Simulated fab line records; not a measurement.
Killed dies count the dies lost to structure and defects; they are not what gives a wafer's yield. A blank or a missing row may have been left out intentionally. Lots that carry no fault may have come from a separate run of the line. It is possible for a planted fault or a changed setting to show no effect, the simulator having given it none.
Which of the tools did it? ; flow n5 finfet ; 10 lots (27 wafers sampled), 1 step of a 1938-step route

WHAT EACH GAUGE READ, for each wafer
N5_BEOL_M4_OVL_MEAS_29.
lot;measured;on;V3_OVL (nm)
L328;day 7 15:58;overlay-02;-0.2 0.4 -0.1
L331;day 7 23:26;overlay-01;0.2 0.3 -0.4
L334;day 10 16:42;overlay-01;0.3 1.2
L336;day 10 17:41;overlay-02;0.8 0.2 0.3
L339;day 10 22:38;overlay-01;-0.4 -0.3 -0.3
L341;day 11 05:11;overlay-02;-1.1 -0.4 -0.8
L342;day 11 05:38;overlay-01;0.7 0.0 -0.8
L344;day 11 08:44;overlay-02;0.3 -0.8
L335;day 13 13:03;overlay-01;-1.1 -1.1
L351;day 14 00:11;overlay-02;-0.2 0.2 0.1

EACH LOT AND THE TOOL THAT RAN IT (in order: tool; ch and the chambers of the sampled wafers; start)
The record holds no process step before these readings.

THE ANSWER, worked out from the rows above alone
Rule: usual is defined by the lots themselves. Put in order of their means at a reading, lots are off if they are a third of the lots or fewer, leave a main group of 4 or more, and stand apart from it by a gap of 3 or more times the standard deviation of the main group's means; of several such gaps the widest counts. A main group whose means are all the same, to the digits that the tables above print for the reading, isn't used. Also off: a lot with no number at a reading for which 4 or more lots have one. All remaining lots with rows at the step are treated as sound.
None of the lots is off at any reading shown; this tells nothing.

WHAT THE SIMULATOR HAD PUT IN
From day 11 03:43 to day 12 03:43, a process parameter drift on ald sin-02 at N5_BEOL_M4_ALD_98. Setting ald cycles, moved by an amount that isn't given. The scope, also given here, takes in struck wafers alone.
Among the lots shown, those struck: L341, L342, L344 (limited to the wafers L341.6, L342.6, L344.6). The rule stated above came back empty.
